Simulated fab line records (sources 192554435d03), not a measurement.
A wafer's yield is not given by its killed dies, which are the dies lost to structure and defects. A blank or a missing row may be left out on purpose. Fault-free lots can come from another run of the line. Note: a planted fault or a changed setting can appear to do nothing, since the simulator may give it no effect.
Split-lot experiment    flow n5-finfet    21 wafers read from 7 lots, route of 1938 steps

## ON THE SPLIT
At N5_WELL_APT_EXPOSE_05 (exposes mask NWELL, defocus 0 nm, target cd 200 nm), the setting dose-mj was moved away from the recipe's 20.3 on 5 of the 21 wafers read, by -3.7% to +5.1%. For the rest of the wafers, this setting stayed at what the recipe calls for.

## FROM THE SPLIT TO THE READING: what the file shows between them, 3 steps
- N5_WELL_APT_PEB_06: peb time 90 s
- N5_WELL_APT_DEVELOP_07: develop time 45 s
- N5_WELL_APT_HARDBAKE_12: time 120 s

## THE READING
cd-nm, in nm, at N5_WELL_APT_CD_MEAS_08 (target cd 200 nm). Fault-free wafers of this fab line usually give 199.8 nm, standard deviation 1.7 nm.

wafer   tool, chamber at the split  dose-mj as run  against the recipe  cd-nm, nm  against lot-mates on the recipe
L075.2  krf-scanner-02, 0           20.3            recipe              200.4      -
L075.3  krf-scanner-02, 0           20.3            recipe              200.3      -
L075.6  krf-scanner-02, 0           21.34           +5.1%               208.4      +8.0
L076.3  krf-scanner-01, 0           21.21           +4.5%               202.5      +5.7
L076.4  krf-scanner-01, 0           20.3            recipe              196.6      -
L076.5  krf-scanner-01, 0           20.3            recipe              197.0      -
L080.2  krf-scanner-01, 0           20.3            recipe              198.4      -
L080.5  krf-scanner-01, 0           19.54           -3.7%               190.6      -7.8
L080.6  krf-scanner-01, 0           19.54           -3.7%               190.9      -7.5
L081.2  krf-scanner-01, 0           20.3            recipe              199.7      -
L081.5  krf-scanner-01, 0           20.3            recipe              199.3      -
L081.6  krf-scanner-01, 0           20.3            recipe              200.3      -
L084.3  krf-scanner-01, 0           20.3            recipe              197.9      -
L084.5  krf-scanner-01, 0           20.3            recipe              198.4      -
L084.6  krf-scanner-01, 0           20.3            recipe              197.9      -
L085.2  krf-scanner-01, 0           20.3            recipe              196.8      -
L085.3  krf-scanner-01, 0           20.3            recipe              197.3      -
L085.5  krf-scanner-01, 0           20.3            recipe              197.2      -
L093.1  krf-scanner-02, 0           20.3            recipe              201.2      -
L093.3  krf-scanner-02, 0           20.9            +3.0%               207.1      +6.5
L093.5  krf-scanner-02, 0           20.3            recipe              200.1      -

FIT RESULTS
A straight line over all 21 wafers: cd-nm changes by +1.83 nm for each +1% of dose-mj; r = +0.90; the points scatter about the line by 1.8 nm.
The same after taking each lot's own level away (the mean of its wafers on the recipe; 21 wafers): +1.73 nm for each +1%; r = +0.98; scatter 0.73 nm.
Per that fit: largest dose-mj move, reading shift of 8.9 nm.
From 196.80 to 200.65 nm: that is the span of the lots' own levels, equal to 2.3 times the standard deviation above.
So the lot-to-lot level changes the slope little: the two slopes agree.
Check: +9.03 nm against its lot-mates is what the line predicts for one of the wafers moved furthest among these (+5.1%) when that wafer is left out of the fit. Against them it came out at +8.05 nm.

## THE OTHER SPLITS THESE WAFERS WENT THROUGH
Before the reading, these wafers also passed through other splits. Each is held against what the fit with the lots' levels taken away leaves over:
other split on the same wafers   wafers away from the commonest value  r with cd-nm (lot level and that fit taken away)
N5_ZERO_LAYER_COAT_05 spin-rpm   9                                     +0.27
N5_ZERO_LAYER_EXPOSE_08 dose-mj  5                                     +0.23

## THE WHOLE CHAIN: every reading that the file lists as answering this split, in the file's order
step                    what it does              reading                                                          change (the file's fit)               r (the file's)
N5_WELL_APT_CD_MEAS_08  target cd 200 nm          cd-nm                                                            +1.66 nm for each +1% of the setting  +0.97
N5_WELL_APT_DESCUM_13   chemistry O2, time 7.9 s  WELL_APT.cd-nm (the simulator's own value, which no gauge read)  +1.64 nm for each +1% of the setting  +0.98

## FILE'S OWN FIT
cd-nm changes by +1.66 nm for each +1% of dose-mj, r = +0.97.
